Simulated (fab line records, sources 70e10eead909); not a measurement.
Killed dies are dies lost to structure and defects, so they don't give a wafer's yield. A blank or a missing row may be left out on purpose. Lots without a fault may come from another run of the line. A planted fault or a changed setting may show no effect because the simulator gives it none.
Tool commonality check | flow nand_harc | 12 lots, 36 wafers sampled

WHY IT WAS OPENED
At NHARC_P_ZERO_WELL_CD_MEAS_52 the reading cd_nm is flagged on 3 of 12 lots. Wafers without a fault read 1999.3 nm, standard deviation 2.2.
Rule: a lot is flagged when every wafer of it that has a number lies more than 4 standard deviations from that mean, or none has a number. The other lots count as sound.

lot  | measured     | on        | cd_nm (nm), wafer by wafer | flag
L876 | day 2 02:12  | cd_sem-01 | 1997.8 1998.9 1997.7       |
L877 | day 2 12:06  | cd_sem-03 | 1998.5 2003.3 2001.1       |
L881 | day 4 03:53  | cd_sem-03 | 1988.9 1987.0 1987.1       | FLAGGED
L882 | day 4 16:07  | cd_sem-01 | 1988.1 1987.2 1990.4       | FLAGGED
L887 | day 6 15:53  | cd_sem-03 | 1990.1 1990.2 1988.5       | FLAGGED
L889 | day 7 11:40  | cd_sem-03 | 1996.9 1995.7 1998.2       |
L890 | day 7 21:40  | cd_sem-01 | 1999.0 1998.8 1996.9       |
L892 | day 8 17:40  | cd_sem-02 | 1995.8 1996.1 1997.7       |
L894 | day 9 13:53  | cd_sem-03 | 2005.2 2000.1 1997.8       |
L896 | day 10 09:44 | cd_sem-01 | 2001.2 1996.8 1999.3       |
L897 | day 10 19:40 | cd_sem-02 | 1998.6 1998.6 2002.2       |
L899 | day 11 15:56 | cd_sem-03 | 1999.2 2000.5 1999.3       |
The numbers of the flagged lots are 1988.6 nm on average: -10.7 nm against the usual, or -5 standard deviations.

WHICH TOOL RAN EACH LOT
The record holds 1 process step before the reading, out of a route of 1302 steps. In each cell: the tool, then ch and the chambers that the sampled wafers went through, then the start.
lot  | flag    | NHARC_P_ZERO_WELL_EXPOSE_49
L876 |         | krf_scanner-04 ch 0, day 2 02:02
L877 |         | krf_scanner-04 ch 0, day 2 11:56
L881 | FLAGGED | krf_scanner-04 ch 0, day 4 03:44
L882 | FLAGGED | krf_scanner-04 ch 0, day 4 15:58
L887 | FLAGGED | krf_scanner-04 ch 0, day 6 15:44
L889 |         | krf_scanner-02 ch 0, day 7 11:31
L890 |         | krf_scanner-01 ch 0, day 7 21:31
L892 |         | krf_scanner-02 ch 0, day 8 17:31
L894 |         | krf_scanner-01 ch 0, day 9 13:43
L896 |         | krf_scanner-01 ch 0, day 10 09:34
L897 |         | krf_scanner-01 ch 0, day 10 19:31
L899 |         | krf_scanner-02 ch 0, day 11 15:47
What these steps do:
- NHARC_P_ZERO_WELL_EXPOSE_49: exposes mask P HVPW, target cd 2000 nm.
- NHARC_P_ZERO_WELL_CD_MEAS_52: target cd 2000 nm.

FLAGGED OVER TOTAL, TOOL BY TOOL (the gauges that took the reading come last)
step                         | tool           | lots run | flagged | share of the flagged lots | sound lots run after its first flagged lot
NHARC_P_ZERO_WELL_EXPOSE_49  | krf_scanner-01 | 4        | 0       | none                      | -
NHARC_P_ZERO_WELL_EXPOSE_49  | krf_scanner-02 | 3        | 0       | none                      | -
NHARC_P_ZERO_WELL_EXPOSE_49  | krf_scanner-04 | 5        | 3       | all                       | 0
NHARC_P_ZERO_WELL_CD_MEAS_52 | cd_sem-01      | 4        | 1       | some                      | 2 (L890,L896)
NHARC_P_ZERO_WELL_CD_MEAS_52 | cd_sem-02      | 2        | 0       | none                      | -
NHARC_P_ZERO_WELL_CD_MEAS_52 | cd_sem-03      | 6        | 2       | some                      | 3 (L889,L894,L899)

WHAT THE TABLE ALLOWS
1 row of the table ran every flagged lot: krf_scanner-04 at NHARC_P_ZERO_WELL_EXPOSE_49.
- krf_scanner-04 at NHARC_P_ZERO_WELL_EXPOSE_49: 3 of its 5 lots flagged. Its last sound lot is L877 (day 2 11:56), its first flagged lot L881 (day 4 03:44): a fault that began between those two fits. Its own readings lie more than 4 standard deviations out on every wafer of the flagged lots: exposure_dose_mJ_cm2.
One tool is left: krf_scanner-04 at NHARC_P_ZERO_WELL_EXPOSE_49.

WHAT THE SIMULATOR HAD PUT IN
Process parameter drift: krf_scanner-04, from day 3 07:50 on, at NHARC_P_ZERO_WELL_EXPOSE_49. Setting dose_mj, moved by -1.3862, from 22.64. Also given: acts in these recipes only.
Lots struck among those shown: L881, L882, L887. The rule above found the same.
